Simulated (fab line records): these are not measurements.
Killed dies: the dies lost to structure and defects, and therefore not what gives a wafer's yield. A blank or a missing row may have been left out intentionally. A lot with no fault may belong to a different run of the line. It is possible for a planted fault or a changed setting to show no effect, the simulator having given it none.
fab line records | flow n5-finfet
[record] lots = 6 wafers = 17 last-day = 17
route steps=1938 shown BEOL_M8@1386 PASSIVATION@1936
lots that met no fault: from a run of the same line without faults
start-h: hours from the record's opening day to when the first of the lot's shown wafers began | wait-h: hours elapsed since this lot's preceding step | " identical to the entry in the row above | L1.1+2: a single row standing in for several wafers | - value missing, or start not given | * or withheld: withheld | < > ~ a bound
route shown NAME@n: names a module that has steps shown in the file, with the first one's number in the route | usual: mean/standard deviation of fault-free wafers | same: alike in all rows | chamber/n: place in a boat | sites: per-site readings | _std_site: standard deviation across them | _edge_site: the outer-site mean with the inner-site mean subtracted | radius-mm: for every site, how far away it sits from the centre of the wafer | mask NAME#n: copy n | behind: the tool/chamber that last shaped the wafer | hold: reason for holding the lot/hours on hold/outcome of the hold | device: the n, p or np transistor that did not switch | end of line: tests of these same wafers at the route's end | step lacking rows: just its recipe | killed: dies lost to structure and defects at the first sort, not the wafer's yield | map: per-die view of a wafer (x killed, . not killed, _ where there is no die)
set.NAME: the setting that was run; set.NAME@STEP: the one run at that earlier step | model.NAME: the simulator's own value behind a step, which no gauge read
certain route steps with their lots: each step a table, each wafer a row
services: from which hour (start-h, from the record's first day; less than 0 if before it) a tool's chamber was out of use, for how many hours, and why
[[steps]]
[step N5_BEOL_M8_CURE_75]
[recipe] temp-c = 370 time-s = 120 ambient = DMADMS/He material = SiCOH_lowk
[step N5_BEOL_M8_DEGAS_44]
[recipe] ambient = vacuum temp-c = 250 time-s = 60
[usual] heater-power-w = 323/21
// columns lot.wafer tool chamber start-h wait-h heater-power-w
L339.1 pvd-sputter-03 - 238.86 0.5 349
L339.2 " - " " 348
L339.5 " - " " 310
L340.2 pvd-sputter-01 - 239.69 0.9 300
L340.5 " - " " 331
L340.6 " - " " 309
L348.4 pvd-sputter-01 - 304.44 0.2 311
L348.5 " - " " 306
L348.6 " - " " 326
L350.2 pvd-sputter-02 - 321.69 0.2 307
L350.4 " - " " 328
L350.6 " - " " 365
L351.3 pvd-sputter-02 - 337.38 0.5 307
L351.5 " - " " 357
L351.6 " - " " 306
L355.1 pvd-sputter-02 - 347.48 0.7 310
L355.5 " - " " 370
[step N5_BEOL_M8_PRE_CLEAN_45]
[recipe] gas = H2/He time-s = 30 temp-c = 250
[step N5_BEOL_M8_ALD_77]
[recipe] material = TaN target-thk-a = 20 temp-c = 275 ald-precursor-family = PDMAT ald-co-reactant = NH3 pressure-torr = 3 carrier-flow-sccm = 1500 pulse-time-s = 2 purge-time-s = 3 co-reactant-purge-time-s = 2 co-reactant-pulse-time-s = 3 ald-cycles = 40 precursor-vessel-temp-c = 75 precursor-vessel-pressure-torr = 26.25 precursor-vessel-carrier-sccm = 1000
[usual] heater-power-w = 413/30
[same] co-reactant-purge-time-s = 2
// columns lot.wafer tool chamber start-h wait-h heater-power-w
L339.1 ald-metal-03 2 239.00 0.1 452
L339.2 " 0 " " 417
L339.5 " 0 " " 419
L340.2 ald-metal-01 3 239.81 0.1 394
L340.5 " 2 " " 428
L340.6 " 1 " " 396
L348.4 ald-metal-02 1 304.54 0.0 406
L348.5 " 0 " " 415
L348.6 " 3 " " 431
L350.2 ald-metal-02 0 321.85 0.1 418
L350.4 " 1 " " 417
L350.6 " 3 " " 427
L351.3 ald-metal-01 3 337.50 0.1 390
L351.5 " 2 " " 422
L351.6 " 1 " " 402
L355.1 ald-metal-02 3 347.59 0.0 440
L355.5 " 1 " " 419
[step N5_BEOL_M8_SURFACE_TREAT_79]
[recipe] gas = Ar time-s = * ion-energy-ev = * ion-current-ma-cm2 = 0.5 pressure-mtorr = * ar-flow-sccm = 30
[usual] throttle-valve-pct = *
// columns lot.wafer tool chamber start-h wait-h throttle-valve-pct
L339.1 pvd-sputter-01 - 239.61 0.5 *
L339.2 " - " " *
L339.5 " - " " *
L340.2 pvd-sputter-03 - 244.14 4.2 *
L340.5 " - " " *
L340.6 " - " " *
L348.4 pvd-sputter-01 - 304.82 0.2 *
L348.5 " - " " *
L348.6 " - " " *
L350.2 pvd-sputter-01 - 322.13 0.2 *
L350.4 " - " " *
L350.6 " - " " *
L351.3 pvd-sputter-01 - 337.78 0.2 *
L351.5 " - " " *
L351.6 " - " " *
L355.1 pvd-sputter-01 - 347.94 0.2 *
L355.5 " - " " *
[step N5_BEOL_M8_CVD_78]
[recipe] material = Co target-thk-a = 20 temp-c = withheld precursor = CCTBA/H2 pressure-torr = 30 time-s = 142.3
[step N5_BEOL_M8_SPUTTER_48]
[recipe] material = Cu target-thk-a = 100 temp-c = -20 bias-v = 60 power-w = 26000 chamber-pressure-pa = 0.13 time-s = 1.667
[step N5_BEOL_M8_ECD_50]
[recipe] material = Cu target-thk-a = 3000
[step N5_BEOL_M8_ANNEAL_51]
[recipe] temp-c = 225 time-s = 90 ambient = N2
[usual] wafer_temp_C_max = 226.06/0.28
// columns lot.wafer tool chamber start-h wait-h wafer_temp_C_max
L339.1 rtp-anneal-02 0 244.27 0.1 226.40
L339.2 " 0 " " 225.51
L339.5 " 0 " " 225.80
L340.2 rtp-anneal-02 0 245.36 0.1 226.11
L340.5 " 0 " " 225.51
L340.6 " 0 " " 226.17
L348.4 rtp-anneal-02 0 306.07 0.9 225.97
L348.5 " 0 " " 225.87
L348.6 " 0 " " 226.30
L350.2 rtp-anneal-01 0 324.39 0.3 227.31
L350.4 " 0 " " 226.49
L350.6 " 0 " " 226.39
L351.3 rtp-anneal-02 0 338.36 0.1 226.08
L351.5 " 0 " " 226.04
L351.6 " 0 " " 225.98
L355.1 rtp-anneal-02 0 350.08 0.2 225.88
L355.5 " 0 " " 225.94
[step N5_BEOL_M8_CMP_52]
[recipe] stop-on = SiCOH_lowk t-overpolish-s = 6.9 down-force-psi = 1 platen-rpm = 50 clearing-platen-down-force-psi = 1.5 clearing-platen-rpm = 50 post-cmp-clean = cu-alkaline target-thk-nm = 80 clearing-platen-pad-velocity-m-s = 0.99484 pad-velocity-m-s = 0.99484
[usual] barrier-field-endpoint-s = 28.9/0.93 motor-current-A = 6.0/0.68 overpolish-run-s = 6.900/0.0087 time-to-endpoint-s = 62/4.4
// columns lot.wafer tool chamber start-h wait-h barrier-field-endpoint-s motor-current-A overpolish-run-s time-to-endpoint-s
L339.1 cmp-01 1 244.57 0.3 28.4 7.2 6.895 57
L339.2 " 0 " " 28.3 5.1 6.907 58
L339.5 " 1 " " 28.6 7.3 6.898 58
L340.2 cmp-02 1 245.61 0.2 28.1 5.9 6.895 58
L340.5 " 1 " " 28.7 6.0 6.907 61
L340.6 " 2 " " 28.2 6.4 6.892 58
L348.4 cmp-01 0 306.28 0.2 27.5 5.4 6.889 57
L348.5 " 3 " " 28.8 5.1 6.906 61
L348.6 " 0 " " 27.0 5.5 6.900 59
L350.4 cmp-01 0 324.64 0.1 27.9 5.5 6.886 59
L350.2 " 2 " " 28.8 5.9 6.899 68
L350.6 " 1 " " 28.3 7.3 6.905 61
L351.3 cmp-02 1 338.57 0.2 28.0 5.6 6.894 62
L351.6 " 1 " " 28.9 5.7 6.886 62
L351.5 " 2 " " 28.0 6.0 6.916 59
L355.1 cmp-01 1 350.58 0.5 27.9 6.9 6.901 60
L355.5 " 2 " " 30.8 5.8 6.894 73
[step N5_BEOL_M8_THK_MEAS_53]
[recipe] thk-meas-gauge = xrf reads = Cu_of_BEOL_M8_ECD_50
[usual] M8_THK = 80.9/2.1
// columns lot.wafer tool chamber start-h wait-h M8_THK[nm]
L339.1 film-metro-01 - 244.87 - 80.8
L339.2 " - " " 79.8
L339.5 " - " " 81.4
L340.2 film-metro-01 - 245.91 - 80.4
L340.5 " - " " 81.9
L340.6 " - " " 76.6
L348.4 film-metro-01 - 306.54 - 79.8
L348.5 " - " " 78.3
L348.6 " - " " 82.8
L350.2 film-metro-01 - 324.94 - 83.6
L350.4 " - " " 79.0
L350.6 " - " " 82.2
L351.3 film-metro-02 - 338.86 - 75.6
L351.5 " - " " 82.1
L351.6 " - " " 81.5
L355.1 film-metro-01 - 350.76 - 79.3
L355.5 " - " " 83.6
[step N5_BEOL_M8_PRE_CLEAN_55]
[recipe] gas = NH3 time-s = 15 temp-c = withheld rf-power-w = 300
[step N5_BEOL_M8_DEP_56]
[recipe] material = SiCN target-thk-a = 100 temp-c = withheld precursor = 3MS/NH3 pressure-torr = 3 rf-w = 202 time-s = 17.5
[usual] rf-fwd-power-W = 199.7/0.87 showerhead-plenum-p-Torr = 3.665/0.015 throttle-valve-pct = 9.0/0.34
// columns lot.wafer tool chamber start-h wait-h rf-fwd-power-W showerhead-plenum-p-Torr throttle-valve-pct
L339.1 pecvd-04 0 244.93 0.0 199.4 3.676 8.8
L339.2 " 1 " " 200.8 3.675 9.5
L339.5 " 0 " " 200.2 3.668 9.0
L339.1 pecvd-04 0 245.13 0.2 199.9 3.663 9.0
L339.2 " 1 " " 200.4 3.684 9.7
L339.5 " 0 " " 200.5 3.667 8.9
L340.2 pecvd-03 2 245.98 0.0 200.9 3.663 8.8
L340.5 " 1 " " 200.4 3.637 9.5
L340.6 " 2 " " 200.0 3.650 8.6
L340.2 pecvd-03 2 246.20 0.2 200.7 3.663 8.6
L340.5 " 1 " " 199.7 3.641 9.4
L340.6 " 2 " " 200.3 3.662 8.5
L348.4 pecvd-03 1 306.62 0.0 199.1 3.636 9.3
L348.5 " 0 " " 199.3 3.665 9.2
L348.6 " 2 " " 200.0 3.659 8.6
L350.2 pecvd-03 0 325.00 0.0 200.3 3.665 9.3
L350.4 " 1 " " 200.5 3.642 9.6
L350.6 " 0 " " 200.2 3.655 9.3
L351.3 pecvd-01 1 338.92 0.0 197.7 3.682 8.6
L351.5 " 2 " " 198.8 3.657 8.9
L351.6 " 1 " " 199.7 3.689 8.8
L355.1 pecvd-04 2 350.82 0.0 199.4 3.673 8.9
L355.5 " 0 " " 200.0 3.676 8.8
[step N5_BEOL_M8_RS_MEAS_57]
[recipe] thk-meas-gauge = four-point-probe reads = Cu_of_BEOL_M8_ECD_50+Co_of_BEOL_M8_CVD_78+TaN_of_BEOL_M8_ALD_77
[usual] M8_RS = 0.282/0.0086
// columns lot.wafer tool chamber start-h wait-h M8_RS[ohm/sq]
L339.1 film-metro-02 - 245.20 0.1 0.281
L339.2 " - " " 0.285
L339.5 " - " " 0.280
L340.2 film-metro-02 - 246.29 0.1 0.284
L340.5 " - " " 0.278
L340.6 " - " " 0.300
L348.4 film-metro-01 - 306.67 0.0 0.285
L348.5 " - " " 0.291
L348.6 " - " " 0.272
L350.2 film-metro-01 - 325.07 0.1 0.271
L350.4 " - " " 0.291
L350.6 " - " " 0.277
L351.3 film-metro-02 - 338.99 0.1 0.304
L351.5 " - " " 0.275
L351.6 " - " " 0.280
L355.1 film-metro-02 - 350.89 0.1 0.286
L355.5 " - " " 0.269
[step N5_PASSIVATION_PROBE_49]
[usual] defect-limited-yield = 91.1/1.3 killed_at_M0_to_M3 = 32/9.7 killed_at_M4_up = 16/6 killed-at-contacts = 12/5.9 killed-at-front-end = 41/11 killed-at-other = 4/3.1 killed-dies = 104/16 killed-open = 68/12 killed-short = 34/7.4 sort_bin_5_function = 5.1/0.85 sort_bin_6_memory = 3.3/0.66 sort-n-pass = 1075/16 sort-yield-pct = 91.1/1.4
[same] gross-dies = 1180 killed-at-back-side = 0 sort_bin_4_leakage[%] = 0 sort_bin_8_speed[%] = 0
// columns lot.wafer tool chamber start-h wait-h defect-limited-yield[%] killed_at_M0_to_M3 killed_at_M4_up killed-at-contacts killed-at-front-end killed-at-other killed-dies killed-open killed-short sort_bin_5_function[%] sort_bin_6_memory[%] sort-n-pass sort-yield-pct[%]
L339.1 prober-01 - 313.94 0.0 90.0 63 10 10 30 5 118 72 45 6.5 3.1 1062 90.0
L339.2 prober-01 - 313.99 0.1 90.8 36 18 13 38 4 109 78 31 5.3 3.6 1071 90.8
L339.5 prober-01 - 314.14 0.2 91.9 42 16 17 17 4 96 69 25 3.8 4.1 1084 91.9
L340.2 prober-02 - 319.61 0.2 90.8 27 13 14 53 1 108 60 42 4.7 3.7 1072 90.8
L340.5 prober-02 - 319.76 0.4 92.1 44 11 13 22 3 93 64 28 5.3 2.5 1087 92.1
L340.6 prober-02 - 319.81 0.4 91.4 38 7 7 46 3 101 62 30 4.6 3.0 1079 91.4
L350.2 prober-02 - 394.70 0.1 91.4 34 16 10 40 1 101 74 26 4.9 3.5 1079 91.4
L350.4 prober-02 - 394.80 0.2 92.2 35 5 20 31 1 92 58 32 5.7 1.9 1088 92.2
L350.6 prober-02 - 394.90 0.3 93.1 12 21 12 35 2 82 62 18 4.2 2.5 1098 93.1
L355.1 prober-02 - 418.20 0.0 90.9 24 17 22 38 6 107 59 43 4.8 3.4 1073 90.9
L355.5 prober-02 - 418.40 0.2 93.1 21 18 3 33 6 81 49 25 3.3 2.6 1099 93.1
// killed by level:class
L339.1 BEOL_M0_SAQP:geometric-particle:short=14 BEOL_M2:geometric-particle:open=14 BEOL_M3:geometric-particle:open=13 BEOL_M0_SAQP:geometric-particle:open=10 FIN_SAQP:geometric-particle:short=6 DUMMY_GATE:geometric-particle:open=6 MOL_CONTACT_COAG:geometric-particle:open=6 FIN_SAQP:geometric-particle:open=4
L339.2 STI_FIN_REVEAL:geometric-particle:open=9 BEOL_M3:geometric-particle:open=9 BEOL_M4:geometric-particle:open=8 MOL_CONTACT_COAG:geometric-particle:open=7 BEOL_M0_SAQP:geometric-particle:open=7 BEOL_M2:geometric-particle:open=7 MOL_CONTACT_COAG:geometric-particle:short=6 STARTING-WAFER:geometric-particle:short=5
L339.5 MOL_CONTACT_COAG:geometric-particle:open=13 BEOL_M2:geometric-particle:open=11 BEOL_M3:geometric-particle:open=7 BEOL_M4:geometric-particle:open=6 BEOL_M0_SAQP:geometric-particle:open=5 BEOL_M1:geometric-particle:open=5 STI_FIN_REVEAL:geometric-particle:open=4 BEOL_M0_SAQP:geometric-particle:short=4
L340.2 FIN_SAQP:geometric-particle:short=16 FIN_SAQP:geometric-particle:open=12 MOL_CONTACT_COAG:geometric-particle:open=8 BEOL_M4:geometric-particle:open=8 MOL_CONTACT_COAG:geometric-particle:short=5 BEOL_M1:geometric-particle:open=5 HKMG_FIN:area-etch=5 STARTING-WAFER:geometric-particle:open=4
L340.5 BEOL_M0_SAQP:geometric-particle:open=11 FIN_SAQP:geometric-particle:short=9 MOL_CONTACT_COAG:geometric-particle:open=9 BEOL_M0_SAQP:geometric-particle:short=7 BEOL_M1:geometric-particle:open=7 BEOL_M3:geometric-particle:open=7 FIN_SAQP:geometric-particle:open=5 BEOL_M4:geometric-particle:open=5
L340.6 BEOL_M0_SAQP:geometric-particle:short=10 HKMG_FIN:area-etch=9 BEOL_M0_SAQP:geometric-particle:open=8 BEOL_M1:geometric-particle:open=8 FIN_SAQP:geometric-particle:open=7 STI_FIN_REVEAL:geometric-particle:open=6 MOL_CONTACT_COAG:geometric-particle:open=6 FIN_SAQP:geometric-particle:short=5
L350.2 STI_FIN_REVEAL:geometric-particle:open=12 FIN_SAQP:geometric-particle:open=10 MOL_CONTACT_COAG:geometric-particle:open=10 BEOL_M0_SAQP:geometric-particle:open=8 BEOL_M0:geometric-particle:open=8 BEOL_M0_SAQP:geometric-particle:short=6 BEOL_M4:geometric-particle:open=5 BEOL_M0:geometric-particle:short=5
L350.4 MOL_CONTACT_COAG:geometric-particle:open=17 BEOL_M0_SAQP:geometric-particle:open=8 FIN_SAQP:geometric-particle:open=6 GATE_CUT:geometric-particle:short=6 BEOL_M2:geometric-particle:open=5 BEOL_M3:geometric-particle:open=5 STI_FIN_REVEAL:geometric-particle:open=4 BEOL_M1:geometric-particle:open=4
L350.6 STI_FIN_REVEAL:geometric-particle:open=12 BEOL_M4:geometric-particle:open=11 MOL_CONTACT_COAG:geometric-particle:open=10 FIN_SAQP:geometric-particle:open=6 BEOL_M0_SAQP:geometric-particle:short=6 DUMMY_GATE:geometric-particle:open=5 BEOL_M2:geometric-particle:open=5 FIN_CUT:geometric-particle:short=2
L355.1 MOL_CONTACT_COAG:geometric-particle:open=17 BEOL_M2:geometric-particle:open=8 FIN_SAQP:geometric-particle:short=7 GATE_CUT:geometric-particle:short=6 STI_FIN_REVEAL:geometric-particle:open=5 MOL_CONTACT_COAG:geometric-particle:short=5 BEOL_M1:geometric-particle:open=5 PAD_METAL:geometric-particle:short=4
L355.5 FIN_SAQP:geometric-particle:short=7 STI_FIN_REVEAL:geometric-particle:open=5 BEOL_M3:geometric-particle:open=5 BEOL_M5:geometric-particle:open=5 HKMG_FIN:area-etch=5 BEOL_M2:geometric-particle:open=4 BEOL_M4:geometric-particle:open=4 BEOL_M8:geometric-particle:open=4
[[services]]
// columns tool chamber start-h hours kind
ald-metal-01 2 216.17 2.4 repair
ald-metal-02 3 226.31 2.8 repair
pecvd-03 0 237.39 5.5 scheduled-down
pecvd-03 0 243.03 4.9 repair
ald-metal-01 0 244.90 1.6 repair
pecvd-01 2 245.23 12.9 repair
ald-metal-02 2 249.40 6.7 repair
ald-metal-01 0 255.86 4.0 repair
ald-metal-03 1 262.22 8.8 repair
ald-metal-01 - 265.40 0.6 repair
ald-metal-02 2 266.93 17.2 repair
pecvd-03 2 273.09 2.1 scheduled-down
ald-metal-02 - 277.86 2.8 pm
cmp-01 - 278.70 4.0 pm
ald-metal-03 1 282.50 6.5 repair
cmp-01 - 284.29 0.9 repair
pecvd-01 1 303.86 4.9 repair
rtp-anneal-02 - 316.34 5.9 pm
cmp-02 - 320.10 1.7 repair
cmp-02 - 323.33 4.0 pm
cmp-02 - 332.21 2.9 repair
ald-metal-02 3 333.47 2.0 repair
ald-metal-03 - 337.59 14.0 pm
ald-metal-01 - 343.11 8.7 pm
[[key]]
[first-sign] step = N5_BEOL_M8_DEP_56 reading = visit direction = added
effect none on later readings
met-at N5_BEOL_M8_DEP_56
struck-wafers L339.1,L339.2,L339.5,L340.2,L340.5,L340.6
[fault] kind = repeated-step-whole tool = pecvd-01,pecvd-03,pecvd-04 chamber = - onset-h = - steps = N5_BEOL_M8_DEP_56 times = 1 scope = struck-lots-only
